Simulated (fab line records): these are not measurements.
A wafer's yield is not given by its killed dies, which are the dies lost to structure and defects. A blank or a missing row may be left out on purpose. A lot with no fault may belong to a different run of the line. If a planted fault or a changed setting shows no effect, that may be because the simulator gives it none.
Lot-split experiment	flow n5-finfet	on a route of 1938 steps: 7 lots, 39 wafers read

SPLIT DETAILS
At N5_GATE_CUT_ETCH_56 (etches TiN in Cl2/Ar, target depth 21.6 nm), the setting target-depth-a was moved away from the recipe's 216 angstrom on 6 of the 39 wafers read, by -7.7% to +8.4%. All remaining wafers had this setting at the recipe value.

The reading comes from the split's own step.

THE READING
etch.depth-nm (the simulator's own value, which no gauge read), in nm, at N5_GATE_CUT_ETCH_56 (etches TiN in Cl2/Ar, target depth 21.6 nm). The file does not state a usual value for it. Average 21.90 nm, standard deviation 0.24 nm, over the 33 wafers here run with the recipe.

wafer	tool, chamber at the split	target-depth-a as run, angstrom	against the recipe	etch.depth-nm, nm	against lot-mates on the recipe
L075.1	rie-metal-01, 0,1	216	recipe	21.96	-
L075.3	rie-metal-01, 0,1	216	recipe	21.96	-
L075.2	rie-metal-01, 1	216	recipe	22.02	-
L075.4	rie-metal-01, 0	216	recipe	21.95	-
L075.5	rie-metal-01, 1	216	recipe	21.87	-
L075.6	rie-metal-01, 0	216	recipe	21.88	-
L080.1	rie-metal-02, 0	216	recipe	21.55	-
L080.2	rie-metal-02, 1	216	recipe	21.77	-
L080.3	rie-metal-02, 1	216	recipe	21.78	-
L080.4	rie-metal-02, 0	216	recipe	21.56	-
L080.5	rie-metal-02, 0	216	recipe	21.5	-
L080.6	rie-metal-02, 1	216	recipe	21.74	-
L082.1	rie-metal-03, 0	216	recipe	22.37	-
L082.2	rie-metal-03, 1	234.2	+8.4%	23.58	+1.24
L082.3	rie-metal-03, 1	234.2	+8.4%	23.58	+1.24
L082.4	rie-metal-03, 0	216	recipe	22.33	-
L082.5	rie-metal-03, 0	216	recipe	22.31	-
L082.6	rie-metal-03, 1	234.2	+8.4%	23.68	+1.34
L085.1	rie-metal-01, 1	216	recipe	21.86	-
L085.2	rie-metal-01, 0	216	recipe	22.01	-
L085.3	rie-metal-01, 0	216	recipe	22.23	-
L085.4	rie-metal-01, 1	216	recipe	22.06	-
L085.5	rie-metal-01, 0	216	recipe	21.97	-
L085.6	rie-metal-01, 1	216	recipe	21.84	-
L091.1	rie-metal-01, 0	216	recipe	21.96	-
L091.2	rie-metal-01, 1	216	recipe	21.55	-
L091.3	rie-metal-01, 0	199.3	-7.7%	20.33	-1.41
L091.4	rie-metal-01, 1	216	recipe	21.72	-
L091.5	rie-metal-01, 0	199.3	-7.7%	20.39	-1.35
L091.6	rie-metal-01, 1	199.3	-7.7%	20.15	-1.59
L095.1	rie-metal-01, 1	216	recipe	21.55	-
L095.2	rie-metal-01, 0	216	recipe	21.89	-
L095.3	rie-metal-01, 1	216	recipe	21.78	-
L095.4	rie-metal-01, 0	216	recipe	21.82	-
L095.5	rie-metal-01, 1	216	recipe	21.4	-
L095.6	rie-metal-01, 0	216	recipe	22.04	-
L096.4	rie-metal-01, 0	216	recipe	22.22	-
L096.5	rie-metal-01, 1	216	recipe	21.92	-
L096.6	rie-metal-01, 0	216	recipe	22.2	-
Rows listing several chambers each stand for several wafers; the file does not say which wafer went through which chamber.

THE FIT
A straight line over all 39 wafers: etch.depth-nm changes by +0.206 nm for each +1% of target-depth-a; r = +0.94; the points scatter about the line by 0.23 nm.
The same after taking each lot's own level away (the mean of its wafers on the recipe; 39 wafers): +0.168 nm for each +1%; r = +0.97; scatter 0.14 nm.
That fit puts the effect of the largest move of target-depth-a on the reading at 1.4 nm.
The lots' own levels span 21.650 to 22.337 nm, that is 2.8 times the standard deviation above.
In other words, the slope is changed by the lot-to-lot level; the two fits disagree.
Check: for one of the wafers moved furthest among these (+8.4%), held out of the fit, the line's prediction against its lot-mates is +1.43 nm. Against them it came out at +1.24 nm.

THE OTHER SPLITS THESE WAFERS WENT THROUGH
These wafers also went through other splits before the reading. Each is held against what the fit with the lots' levels taken away leaves over:
other split on the same wafers	wafers away from the commonest value	r with etch.depth-nm (lot level and that fit taken away)
N5_FIN_SAQP_ETCH_52 source-w	12	+0.04
N5_SD_EPI_P_ETCH_37 source-w	6	-0.07

THE FILE'S OWN FIT
etch.depth-nm changes by +0.168 nm for each +1% of target-depth-a, r = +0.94.
